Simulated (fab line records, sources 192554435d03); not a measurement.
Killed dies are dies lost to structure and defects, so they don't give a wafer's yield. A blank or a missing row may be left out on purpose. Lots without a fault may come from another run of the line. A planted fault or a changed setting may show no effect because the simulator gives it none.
Split-lot experiment | flow n5_finfet | 7 lots, 39 wafers read, on a route of 1938 steps

THE SPLIT
At N5_BEOL_M2_DESCUM_33 (chemistry O2, time 7 s), the setting time_s was moved away from the recipe's 7 s on 15 of the 39 wafers read, by -43.4% to +50.3%. The other wafers ran this setting at the recipe's value.

FROM THE SPLIT TO THE READING: what the file shows between them, 1 step
- N5_BEOL_M2_ETCH_77: etches underlayer in N2/H2, target depth 6.5 nm, time 5.2 s

THE READING
CAR-EUV_of_BEOL_M2_COAT_22.thk_nm (the simulator's own value, which no gauge read), in nm, at N5_BEOL_M2_ETCH_69 (etches SiARC in CF4, target depth 15.6 nm, time 26 s). The file gives no usual value for it. The 24 wafers here that ran the recipe average 11.2 nm, standard deviation 0.081 nm.

wafer  | tool, chamber at the split | time_s as run, s | against the recipe | CAR-EUV_of_BEOL_M2_COAT_22.thk_nm, nm | against lot-mates on the recipe
L074.1 | rie_diel-05, 0,2           | 9.006            | +28.7%             | 10.2                                  | -0.9
L074.6 | rie_diel-05, 1             | 9.006            | +28.7%             | 10.2                                  | -0.9
L074.2 | rie_diel-05, 1,3           | 7                | recipe             | 11.2                                  | -
L074.5 | rie_diel-05, 2             | 7                | recipe             | 11.2                                  | -
L074.3 | rie_diel-05, 1,3           | 7                | recipe             | 11                                    | -
L074.4 | rie_diel-05, 0,2           | 9.006            | +28.7%             | 10                                    | -1.1
L076.1 | rie_diel-01, 2,3           | 7                | recipe             | 11.2                                  | -
L076.4 | rie_diel-01, 2,3           | 7                | recipe             | 11.2                                  | -
L076.6 | rie_diel-01, 3             | 7                | recipe             | 11.2                                  | -
L076.2 | rie_diel-01, 1,0,0         | 3.961            | -43.4%             | 12.6                                  | +1.4
L076.3 | rie_diel-01, 1,0,0         | 3.961            | -43.4%             | 12.6                                  | +1.4
L076.5 | rie_diel-01, 1,0,0         | 3.961            | -43.4%             | 12.6                                  | +1.4
L078.1 | rie_diel-01, 2,3,3         | 3.985            | -43.1%             | 12.8                                  | +1.6
L078.2 | rie_diel-01, 2,3,3         | 3.985            | -43.1%             | 12.8                                  | +1.6
L078.3 | rie_diel-01, 0,2           | 7                | recipe             | 11.2                                  | -
L078.4 | rie_diel-01, 1             | 7                | recipe             | 11.2                                  | -
L078.6 | rie_diel-01, 0,2           | 7                | recipe             | 11.2                                  | -
L078.5 | rie_diel-01, 2,3,3         | 3.985            | -43.1%             | 12.6                                  | +1.4
L081.3 | rie_diel-05, 0             | 7                | recipe             | 11.2                                  | -
L081.6 | rie_diel-05, 0             | 7                | recipe             | 11.2                                  | -
L081.4 | rie_diel-05, 3             | 7                | recipe             | 11                                    | -
L085.1 | rie_diel-06, 2,3,1,0,3     | 7                | recipe             | 11.2                                  | -
L085.2 | rie_diel-06, 2,3,1,0,3     | 7                | recipe             | 11.2                                  | -
L085.3 | rie_diel-06, 2,3,1,0,3     | 7                | recipe             | 11.2                                  | -
L085.4 | rie_diel-06, 2,3,1,0,3     | 7                | recipe             | 11.2                                  | -
L085.5 | rie_diel-06, 2,3,1,0,3     | 7                | recipe             | 11.2                                  | -
L085.6 | rie_diel-06, 2             | 7                | recipe             | 11                                    | -
L087.1 | rie_diel-05, 1,0           | 7                | recipe             | 11.2                                  | -
L087.2 | rie_diel-05, 3,0,1         | 10.52            | +50.3%             | 9.4                                   | -1.7
L087.4 | rie_diel-05, 3,0,1         | 10.52            | +50.3%             | 9.4                                   | -1.7
L087.6 | rie_diel-05, 3,0,1         | 10.52            | +50.3%             | 9.4                                   | -1.7
L087.3 | rie_diel-05, 2             | 7                | recipe             | 11                                    | -
L087.5 | rie_diel-05, 1,0           | 7                | recipe             | 11                                    | -
L093.1 | rie_diel-06, 2,1,3         | 7                | recipe             | 11.2                                  | -
L093.2 | rie_diel-06, 2,1,3         | 7                | recipe             | 11.2                                  | -
L093.5 | rie_diel-06, 2,1,3         | 7                | recipe             | 11.2                                  | -
L093.3 | rie_diel-06, 3,0,0         | 4.93             | -29.6%             | 12.2                                  | +1.0
L093.4 | rie_diel-06, 3,0,0         | 4.93             | -29.6%             | 12                                    | +0.8
L093.6 | rie_diel-06, 3,0,0         | 4.93             | -29.6%             | 12                                    | +0.8
Where a row lists several chambers, the file gives one row for several wafers and doesn't say which wafer went through which chamber.

THE FIT
A straight line over all 39 wafers: CAR-EUV_of_BEOL_M2_COAT_22.thk_nm changes by -0.0346 nm for each +1% of time_s; r = -0.99; the points scatter about the line by 0.092 nm.
The same after taking each lot's own level away (the mean of its wafers on the recipe; 39 wafers): -0.0333 nm for each +1%; r = -0.99; scatter 0.086 nm.
On that fit, the largest move of time_s shifts the reading by 1.7 nm.
The lots' own levels span 11.07 to 11.20 nm, that is 1.6 times the standard deviation above.
So the lot-to-lot level changes the slope little: the two slopes agree.
Check: with one of the wafers moved furthest among these (+50.3%) left out of the fit, the line predicts -1.69 nm for it against its lot-mates. It came out at -1.67 nm against them.

THE WHOLE CHAIN: every reading that the file lists as answering this split, in the file's order
step                 | what it does                                                | reading                                                                            | change (the file's fit)                | r (the file's)
N5_BEOL_M2_DESCUM_33 | chemistry O2, time 7 s                                      | CAR-EUV_of_BEOL_M2_COAT_22.thk_nm (the simulator's own value, which no gauge read) | -0.0349 nm for each +1% of the setting | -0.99
N5_BEOL_M2_ETCH_77   | etches underlayer in N2/H2, target depth 6.5 nm, time 5.2 s | CAR-EUV_of_BEOL_M2_COAT_22.thk_nm (the simulator's own value, which no gauge read) | -0.0341 nm for each +1% of the setting | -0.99
N5_BEOL_M2_ETCH_69   | etches SiARC in CF4, target depth 15.6 nm, time 26 s        | CAR-EUV_of_BEOL_M2_COAT_22.thk_nm (the simulator's own value, which no gauge read) | -0.0333 nm for each +1% of the setting | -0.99

THE FILE'S OWN FIT
CAR-EUV_of_BEOL_M2_COAT_22.thk_nm changes by -0.0333 nm for each +1% of time_s, r = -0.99.
